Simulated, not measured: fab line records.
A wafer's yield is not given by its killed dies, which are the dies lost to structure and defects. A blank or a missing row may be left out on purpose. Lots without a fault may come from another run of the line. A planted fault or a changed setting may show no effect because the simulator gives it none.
A struck lot beside a sound one / flow n5_finfet / 34 steps out of a route of 1938
Sound: the wafers L570.2, L570.4, L570.6. Struck: wafer L575.1. (L575.4, L575.6 of the same lot were not struck and are left out.) The cause comes at the end.
Order at every step that has rows: each side's tool, ch and its chambers, its first start. Under that, the readings that differ: sound wafers / struck wafers / difference of the means / sigmas: that difference in standard deviations of wafers without a fault.
alike: same words and numbers on both sides, and readings whose means sit less than 2 such deviations apart. not compared: any withheld reading, any reading some wafer has no value for, any bound like >300 that may hide the same value, and any number with overlapping values for which the record gives no deviation.
The two part at a step that has a row with sigmas, a row that says differs or no value, or rows on one side only. Numbers that don't overlap but have no deviation are shown without sigmas and don't part them. A reading missing from all wafers of one side parts the sides only when that side holds two or more wafers.

first, 10 steps without rows for these wafers: N5_BEOL_M6_STRIP_80 (strips in N2/H2, time 10 s); N5_BEOL_M6_HM_STRIP_39 (strips TiN in peroxide tin strip, target depth 25 nm, time 158 s); N5_BEOL_M6_SRD_40 (time 30 s); N5_BEOL_M6_PRECLEAN_42 (cleans in residue remover, time 60 s); N5_BEOL_M6_SRD_43 (time 30 s); N5_BEOL_M6_CURE_75 (cures SiCOH lowk, time 120 s); N5_BEOL_M6_DEGAS_44 (time 60 s); N5_BEOL_M6_PRE_CLEAN_45 (time 30 s); N5_BEOL_M6_ALD_77 (deposits TaN, target thk 2 nm, pulse time 2 s, purge time 3 s); N5_BEOL_M6_SURFACE_TREAT_79.
N5_BEOL_M6_CVD_78: deposits Co from CCTBA/H2, target thk 2 nm, time 142.3 s.
  sound on cvd_co-01 ch 0,1,2, day 12 06:24; struck on cvd_co-02 ch 2, day 13 09:24
  alike: chamber_pressure_Torr
then, 22 steps without rows for these wafers: N5_BEOL_M6_SPUTTER_48 (material Cu, target thk 10 nm, time 1.667 s); N5_BEOL_M6_ECD_50 (material Cu, target thk 300 nm); N5_BEOL_M6_ANNEAL_51 (time 90 s); N5_BEOL_M6_CMP_52 (polishes, stops on SiCOH lowk, t overpolish 6.9 s, target thk 80 nm); N5_BEOL_M6_PRE_CLEAN_55 (time 15 s); N5_BEOL_M6_DEP_56 (deposits SiCN from 3MS/NH3, target thk 10 nm, time 17.5 s); N5_BEOL_M7_ILD_DEP_00 (deposits SiCOH lowk from DEMS/porogen, target thk 179.75 nm, time 33.4 s); N5_BEOL_M7_CURE_74 (cures SiCOH lowk, time 240 s); N5_BEOL_M7_PECVD_70 (deposits SiO2 from TEOS/O2, target thk 20 nm, time 22.7 s); N5_BEOL_M7_HM_DEP_02 (deposits TiN, target thk 20 nm); N5_BEOL_M7_COAT_59 (time 60 s, resist thk 100 nm); N5_BEOL_M7_COAT_60 (time 60 s, resist thk 35 nm); N5_BEOL_M7_COAT_05 (resist thk 90 nm); N5_BEOL_M7_EBR_07; N5_BEOL_M7_SOFTBAKE_06 (time 60 s); N5_BEOL_M7_EXPOSE_08 (exposes mask M7); N5_BEOL_M7_PEB_09 (peb time 60 s); N5_BEOL_M7_DEVELOP_10 (develop time 30 s); N5_BEOL_M7_DESCUM_16 (chemistry O2, time 7.9 s); N5_BEOL_M7_ETCH_61 (etches SiARC in CF4, target depth 45.5 nm, time 75.8 s); N5_BEOL_M7_ETCH_62 (etches SOC in N2/H2, target depth 110 nm, overetch 22 nm, time 165 s); N5_BEOL_M7_STRIP_68 (strips in N2/H2).
-- a jump in the record: the struck wafers' starts before and after are 4 days apart (it breaks off in module BEOL_M7 and resumes in module PASSIVATION, where the first step shown is number 1936 of the route) --
N5_PASSIVATION_PROBE_49:
  record: rows for the struck wafers here (prober-01, day 17 08:28), none for the sound ones

WHERE THEY PART
At N5_PASSIVATION_PROBE_49 and nowhere else, as far as this record goes.

WHY: the cause the simulator had injected
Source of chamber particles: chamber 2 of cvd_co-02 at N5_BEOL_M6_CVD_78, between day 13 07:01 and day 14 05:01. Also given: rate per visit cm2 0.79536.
